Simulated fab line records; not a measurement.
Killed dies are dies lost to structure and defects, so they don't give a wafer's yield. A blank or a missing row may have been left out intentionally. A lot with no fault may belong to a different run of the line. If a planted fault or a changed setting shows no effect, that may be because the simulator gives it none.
Which tool was responsible?	flow nand harc	Sampling: 12 lots, 36 wafers, 3 of 1302 route steps

== WHAT THE GAUGES READ, wafer by wafer ==
NHARC_P_BONDPAD_CD_MEAS_09: target cd 500 nm.
lot	measured	on	cd nm (nm)
L075	day 7 00:50	cd sem-01	501.3 502.4 497.9
L078	day 8 03:13	cd sem-03	502.7 503.1 501.2
L079	day 8 18:43	cd sem-03	498.2 495.7 496.3
L081	day 9 14:06	cd sem-01	502.0 498.0 502.9
L083	day 10 19:10	cd sem-03	497.7 497.6 497.7
L085	day 11 06:27	cd sem-01	502.6 499.8 503.6
L087	day 11 20:39	cd sem-02	500.9 502.2 498.6
L088	day 12 15:32	cd sem-03	495.0 494.4 497.9
L091	day 13 17:42	cd sem-02	501.3 500.6 503.6
L093	day 14 11:22	cd sem-01	502.7 503.1 502.5
L095	day 15 06:17	cd sem-03	497.4 500.1 501.7
L097	day 16 11:38	cd sem-01	497.7 498.9 497.5

== WHAT TOOL EACH LOT RAN ON (gives the tool, then ch and the chambers of the sampled wafers, and finally the start) ==
lot	NHARC_P_M1_PRE_CLEAN_32	NHARC_P_M2_PRE_CLEAN_30
L075	pecvd-04 ch 1,2, day 6 19:00	pvd sputter-02, day 7 00:50 or earlier
L078	pecvd-03 ch 0,1,2, day 7 21:07	pvd sputter-02, day 8 03:13 or earlier
L079	pecvd-01 ch 0,2, day 8 12:32	pvd sputter-02, day 8 18:43 or earlier
L081	pecvd-01 ch 0,1,2, day 9 08:04	pvd sputter-02, day 9 14:06 or earlier
L083	pecvd-01 ch 0,1,2, day 10 13:16	pvd sputter-03, day 10 19:10 or earlier
L085	pecvd-01 ch 0,1,2, day 11 00:43	pvd sputter-02, day 11 06:27 or earlier
L087	pecvd-03 ch 1,2, day 11 14:46	pvd sputter-02, day 11 20:39 or earlier
L088	pecvd-01 ch 0,1,2, day 12 09:39	pvd sputter-03, day 12 15:32 or earlier
L091	pecvd-03 ch 0,1,2, day 13 11:56	pvd sputter-02, day 13 17:42 or earlier
L093	pecvd-04 ch 1,2, day 14 05:27	pvd sputter-01, day 14 11:22 or earlier
L095	pecvd-03 ch 0,1,2, day 15 00:32	pvd sputter-01, day 15 06:17 or earlier
L097	pecvd-03 ch 0,2, day 16 05:53	pvd sputter-02, day 16 11:38 or earlier
- NHARC_P_M1_PRE_CLEAN_32: time 12 s.
- NHARC_P_M2_PRE_CLEAN_30: time 30 s.

== THE ANSWER, worked out from the rows above alone ==
Rule: the usual values come from the lots themselves. The widest of any qualifying gaps counts: lots, ordered by their means at a reading, are off when they make up no more than a third of the lots, leave a main group of 4 or more, and stand apart from it by 3 or more times the standard deviation of that group's means. The tables above print the reading to a certain number of digits; a main group whose means all agree to those digits is not used. A lot without any number at a reading at which 4 lots or more have one is off too. The other lots that the step has rows for count as sound.
No lot is off at any reading shown: from this, nothing can be told.

== WHAT THE SIMULATOR HAD PUT IN ==
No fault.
